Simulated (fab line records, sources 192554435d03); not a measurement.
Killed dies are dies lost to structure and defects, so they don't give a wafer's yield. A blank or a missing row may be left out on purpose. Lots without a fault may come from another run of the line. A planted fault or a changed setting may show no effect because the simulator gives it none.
A struck lot beside a sound one | flow n5_finfet | 24 steps out of a route of 1938
Sound: wafers L991.1, L991.5, L991.6. Struck: wafers L987.2, L987.4, L987.5. The cause comes at the end.
At each step with rows: each side's tool, then ch and its chambers, then its first start. Under that, the readings that differ: sound wafers | struck wafers | difference of the means | sigmas: that difference in standard deviations of wafers without a fault.
alike: readings whose means differ by less than 2 such deviations, and words and numbers that are the same on both sides. not compared: withheld readings, readings that some wafer has no value for, bounds like >300 that may hide the same value, and numbers for which the record gives no deviation and whose values overlap.
The two part at a step that has a row with sigmas, a row that says differs or no value, or rows on one side only. Numbers that don't overlap but have no deviation are shown without sigmas and don't part them. A reading that every wafer of one side lacks parts them only if that side has two wafers or more.

first, 10 steps without rows for these wafers: N5_DUMMY_GATE_ETCH_44 (etches poly-Si in HBr/O2, stops on SiO2, target depth 127.5 nm); N5_DUMMY_GATE_ETCH_42 (etches SiO2 in CHF3/O2, target depth 3.5 nm, time 31 s); N5_DUMMY_GATE_STRIP_48 (strips in N2/H2, time 20 s); N5_DUMMY_GATE_PRECLEAN_33 (cleans in dHF, time 10 s); N5_DUMMY_GATE_PRECLEAN_25 (cleans in O3/DIW, time 45 s); N5_DUMMY_GATE_PRECLEAN_51 (cleans in SC2, time 45 s); N5_DUMMY_GATE_SRD_26 (time 30 s); N5_DUMMY_GATE_UV_OZONE_45 (time 120 s); N5_SPACER0_ALD_07 (deposits SiNx, target thk 2 nm); N5_SPACER0_ALD_00 (deposits SiOCN, target thk 3.5 nm, pulse time 3 s, purge time 2 s).
N5_SPACER0_ALD_08: deposits SiNx, target thk 2 nm.
  sound on ald_sin-01 ch 0,3, day 8 02:04; struck on ald_sin-02 ch 0,1,2, day 7 00:34
  alike: heater_power_w
N5_SPACER0_INSPECT_04: inspects for defects (darkfield).
  sound on defect_inspect-01, day 8 02:14; struck on defect_inspect-02, day 7 00:43
  reading          | sound       | struck         | difference | sigmas
  raw_defect_count | 125 113 211 | 1254 1205 1313 | +1108      | +41
then, 8 steps without rows for these wafers: N5_SD_EPI_N_COAT_32 (time 60 s, resist thk 350 nm); N5_SD_EPI_N_COAT_33 (time 60 s, resist thk 35 nm); N5_SD_EPI_N_COAT_03 (resist thk 150 nm); N5_SD_EPI_N_EBR_05; N5_SD_EPI_N_SOFTBAKE_04 (time 60 s); N5_SD_EPI_N_EXPOSE_06 (exposes mask SD N BLK, target cd 120 nm); N5_SD_EPI_N_PEB_07 (peb time 60 s); N5_SD_EPI_N_DEVELOP_08 (develop time 30 s).
N5_SD_EPI_N_INSPECT_11: inspects for defects (macro).
  sound on defect_inspect-01, day 8 02:41; struck on defect_inspect-01, day 7 01:03
  reading          | sound | struck         | difference | sigmas
  raw_defect_count | 2 1 2 | >300 >300 >300 | differs    |
then, 1 step without rows for these wafers: N5_SD_EPI_N_DESCUM_14 (chemistry O2, time 7.9 s).
-- the record jumps here: 5 days lie between the struck wafers' starts before and after (it left off in module SD_EPI_N and takes up again in module BEOL_M4, whose first step shown is number 1111 of the route) --
N5_BEOL_M4_RC_MEAS_101:
  sound on prober-01 ch 0, day 12 23:08; struck on prober-01 ch 0, day 11 15:47
  alike: DIBL_N, DIBL_P, IOFF_N, IOFF_P, ION_N, ION_P, SS_N, SS_P, VT_N, VT_P
-- the record jumps here: 4 days lie between the struck wafers' starts before and after (it left off in module BEOL_M4 and takes up again in module PASSIVATION, whose first step shown is number 1936 of the route) --
N5_PASSIVATION_PROBE_49:
  sound on prober-02, day 17 06:10; struck on prober-02, day 15 15:59
  reading                  | sound          | struck         | difference | sigmas
  defect_limited_yield (%) | 90.5 89.8 90.5 | 79.9 82.3 83.8 | -8.3       | -6
  killed_at_front_end      | 41 39 31       | 182 143 134    | +116       | +12
  killed_dies              | 112 120 112    | 237 209 191    | +98        | +7
  killed_on_rim            | 16 17 11       | 20 31 33       | +13        | +4
  sort_bin_5_function (%)  | 5.8 5.5 5.4    | 12.4 10.3 9.7  | +5.2       | +7
  sort_n_pass              | 1068 1060 1068 | 943 971 989    | -98        | -7
  sort_yield_pct (%)       | 90.5 89.8 90.5 | 79.9 82.3 83.8 | -8.3       | -6
  alike: killed_at_M0_to_M3, killed_at_M4_up, killed_at_contacts, killed_at_other, killed_open, killed_short, sort_bin_6_memory

WHERE THEY PART
First at N5_SPACER0_INSPECT_04; last, within this record, at N5_PASSIVATION_PROBE_49.

WHY: what the simulator had put in
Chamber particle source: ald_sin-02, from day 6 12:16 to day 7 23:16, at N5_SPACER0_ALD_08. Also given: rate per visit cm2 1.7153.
